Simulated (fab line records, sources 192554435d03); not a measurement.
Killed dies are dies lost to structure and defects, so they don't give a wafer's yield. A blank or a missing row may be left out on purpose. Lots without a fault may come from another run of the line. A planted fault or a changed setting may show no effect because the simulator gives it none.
Chamber matching | flow n5_finfet | N5_BEOL_M0_PRE_CLEAN_131 on cvd_co-02: 3 sister chambers
The step time 15 s. 3 wafers are shown with their chamber, then 10 later ones without.

WAFERS WITH THEIR CHAMBER
wafer  | chamber | heater_power_w (W)
L091.5 | 2       | 97
L090.3 | 0       | 85
L090.4 | 1       | 130

WAFERS WITHOUT THEIR CHAMBER
wafer  | heater_power_w (W)
L090.6 | 98
L093.3 | 100
L093.5 | 87
L093.6 | 100
L095.2 | 130
L095.5 | 99
L095.6 | 84
L097.2 | 84
L097.3 | 100
L097.6 | 130

WHICH CHAMBER EACH WENT THROUGH
wafer  | from the rows above | in truth
L090.6 | 2                   | 2
L093.3 | 2                   | 2
L093.5 | 0                   | 0
L093.6 | 2                   | 2
L095.2 | 1                   | 1
L095.5 | 2                   | 2
L095.6 | 0                   | 0
L097.2 | 0                   | 0
L097.3 | 2                   | 2
L097.6 | 1                   | 1
Placed correctly: 10 of 10. Can't be placed from these rows: 0. Placed wrongly: 0.
How it was worked out, from the rows above alone: a wafer's distance from a chamber is the root of the sum, over the readings, of the square of ((its reading less the chamber's mean) divided by the reading's scatter). The wafer belongs to the nearest chamber; if the next one is less than 2 further off, it can't be placed. A chamber's mean is the mean of its shown wafers. The scatter: with one shown wafer a chamber, the root of the mean of the squares of how far each hidden wafer lies from its nearest shown one.
